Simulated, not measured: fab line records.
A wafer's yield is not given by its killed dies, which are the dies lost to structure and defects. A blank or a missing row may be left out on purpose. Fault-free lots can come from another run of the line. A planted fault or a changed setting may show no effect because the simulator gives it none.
Problem report in the 8D (eight disciplines) form, filled by code :: flow n5_finfet :: the parts of the form that need people (team, actions taken, sign-off) are left out

1. WHAT IS WRONG
spin_speed_rpm at N5_DUMMY_GATE_COAT_34 reads a mean of 1543.1 rpm on 6 wafers of 2 lots; wafers without a fault read 1499.8 rpm with a standard deviation of 1.2. That is +36 standard deviations from the usual mean.
The step: time 60 s, resist thk 60 nm.
First observed at day 6 05:03: wafer L329.2, on litho_track-01. At this step, 30 wafers from 10 lots have a number in the record. The rule behind "out" and "out of limits": a value lying over 4 standard deviations away from the usual mean. The other wafers with a number count as sound.

2. WHAT IT IS, WHAT IT ISN'T
question: which readings at this step
is: spin_speed_rpm
is not: chill_plate_temp_C

question: which lots
is: L329, L330
is not: L316, L319, L321, L327, L328, L337, L338, L339

question: which wafers of those lots
is: all that have a number
is not: -

question: read on which tools
is: litho_track-01
is not: litho_track-04, litho_track-05

question: when
is: from day 6 05:03
is not: up to then (15 sound wafers); but 9 sound wafers of L337, L338, L339 came after

3. SUSPECTS, AND WHAT RULES EACH OUT
Counting: any tool at a process step up to the reading is kept as a suspect provided that every lot that is out went through it and no sound lot did after the first of them.
- litho_track-01 at N5_DUMMY_GATE_COAT_34 (time 60 s, resist thk 60 nm): kept. All lots that are out passed through it, beginning with L329 at day 6 05:03, and no sound lot followed; its final sound lot before that point was L327 at day 5 15:02. Out on those wafers are its own readings of spin_speed_rpm.
The count leaves litho_track-01 at N5_DUMMY_GATE_COAT_34.

4. THE CAUSE (what the simulator had put in)
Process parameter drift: litho_track-01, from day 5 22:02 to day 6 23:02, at N5_DUMMY_GATE_COAT_34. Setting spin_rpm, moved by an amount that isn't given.
After counting, this tool was the only one left.

5. THE CHAIN OF EFFECTS, in route order
Each row: a reading where the mean over the struck wafers with a number is more than 3 standard deviations away from the usual. Readings are gone through only where the record gives a usual standard deviation; hours: the median, over the lots, of the time from a lot's start at the first step in this table giving one to that lot's start at this step; sigmas: the change measured in usual standard deviations.
hours: 0
step: N5_DUMMY_GATE_COAT_34
reading: spin_speed_rpm
usual: 1499.8 rpm
on struck wafers: 1543.1
change: +43.3
sigmas: +36
Its process steps:
- N5_DUMMY_GATE_COAT_34: time 60 s, resist thk 60 nm.
At these later measuring or inspecting steps, every struck wafer for which the step has a row has a number for every such reading, and none has moved that far: N5_BEOL_M4_RC_MEAS_101.

6. WHAT WOULD HAVE CAUGHT IT SOONER
In this record the first reading out of limits was taken at day 6 05:03, 7 hours after the fault began at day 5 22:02.
